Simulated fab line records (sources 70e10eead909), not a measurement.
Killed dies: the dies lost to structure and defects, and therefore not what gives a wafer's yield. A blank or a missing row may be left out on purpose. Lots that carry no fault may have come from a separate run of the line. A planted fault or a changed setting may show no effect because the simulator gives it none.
Chamber matching	flow nandHarc	pecvd-04 running NHARC_A_STAIRCASE_DEP_151: 3 sister chambers
The step deposits SiO2, target thk 3800 nm. 6 wafers are shown with their chamber, then 9 later ones without.

WAFERS PAIRED WITH THEIR CHAMBERS
wafer	chamber	heaterPowerW (W)
L080.4	2	514
L080.5	0	563
L080.6	1	646
L087.4	0	566
L087.5	2	523
L087.6	1	629

WAFERS MISSING THEIR CHAMBER
wafer	heaterPowerW (W)
L089.1	629
L089.3	515
L089.4	514
L094.4	537
L094.5	537
L094.6	602
L095.1	640
L095.5	536
L095.6	528

EACH ONE'S CHAMBER
wafer	from the rows above	in truth
L089.1	1	1
L089.3	2	2
L089.4	2	2
L094.4	can't be placed: 2 or 0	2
L094.5	can't be placed: 2 or 0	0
L094.6	can't be placed: 1 or 0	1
L095.1	1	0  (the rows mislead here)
L095.5	can't be placed: 2 or 0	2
L095.6	2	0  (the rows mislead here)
Placed correctly: 3 of 9. These rows do not allow placing 4 (true chamber among the candidates in 4). 2 placed wrongly.
How it was worked out, from the rows above alone: a wafer's distance from a chamber is the root of the sum, over the readings, of the square of ((its reading less the chamber's mean) divided by the reading's scatter). The wafer belongs to the nearest chamber; if the next one is less than 2 further off, it can't be placed. The mean given for a chamber averages the wafers shown for that chamber. How the scatter is found: for the shown wafers, subtract from each reading the mean of its chamber, square and add these, divide the total by (wafers less chambers), then take the root.
